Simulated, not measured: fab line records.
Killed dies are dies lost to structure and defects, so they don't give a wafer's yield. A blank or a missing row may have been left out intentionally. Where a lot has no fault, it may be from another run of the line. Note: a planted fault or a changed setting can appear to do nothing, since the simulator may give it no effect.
Chamber matching -- flow n5 finfet -- 4 sister chambers for N5_BEOL_M0_SAQP_STRIP_75 on rie diel-02
The step strips in CF4. 14 wafers are shown with their chamber, then 7 later ones without.

WAFERS PAIRED WITH THEIR CHAMBERS
wafer,chamber,drypump motor current A (A),showerhead plenum p Torr (Torr),throttle valve pct (%)
L077.2,2,5.5,1.86,13.86
L077.4,3,5.9,1.83,13.86
L077.6,0,5.7,1.71,13.86
L082.2,1,6.0,1.69,13.50
L082.5,2,5.5,1.86,13.89
L082.6,3,5.9,1.83,13.89
L083.3,3,5.9,1.83,13.89
L083.4,1,6.0,1.69,13.51
L083.5,3,5.9,1.83,13.90
L087.1,2,5.5,1.85,13.91
L087.5,0,5.8,1.92,13.33
L087.6,1,6.0,1.69,13.54
L086.2,2,5.5,1.85,13.91
L086.3,0,5.8,1.92,13.34

SIGNATURES, as means of the wafers listed above
reading,chamber 0,chamber 1,chamber 2,chamber 3,scatter within a chamber
drypump motor current A,5.767,6.000,5.500,5.900,0.0258
showerhead plenum p Torr,1.8500,1.6900,1.8550,1.8300,0.0543
throttle valve pct,13.5100,13.5167,13.8925,13.8850,0.137
Rule: distance of a wafer from a chamber = root of the sum over the readings of ((wafer's reading minus chamber's mean) / reading's scatter) squared. The wafer belongs to the nearest chamber; if the next one is less than 2 further off, it can't be placed. The scatter is the square root of a quotient: the sum, over the shown wafers, of each reading's squared deviation from its chamber's mean, divided by wafers minus chambers.

WAFERS WHOSE CHAMBER IS MISSING
wafer,drypump motor current A (A),showerhead plenum p Torr (Torr),throttle valve pct (%)
L086.6,6.0,1.69,13.51
L091.2,5.8,1.91,13.34
L091.3,6.0,1.69,13.57
L091.6,5.8,1.91,13.36
L097.2,5.5,1.85,13.97
L097.4,5.9,1.82,13.37
L097.5,5.5,1.85,13.96

CHAMBER TAKEN BY EACH
wafer,from the rows above,in truth
L086.6,1,1
L091.2,0,0
L091.3,1,1
L091.6,0,0
L097.2,2,2
L097.4,can't be placed: 3 or 1 or 0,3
L097.5,2,2
Correctly placed: 6 of 7. These rows do not allow placing 1 (true chamber among the candidates in 1). 0 placed wrongly.
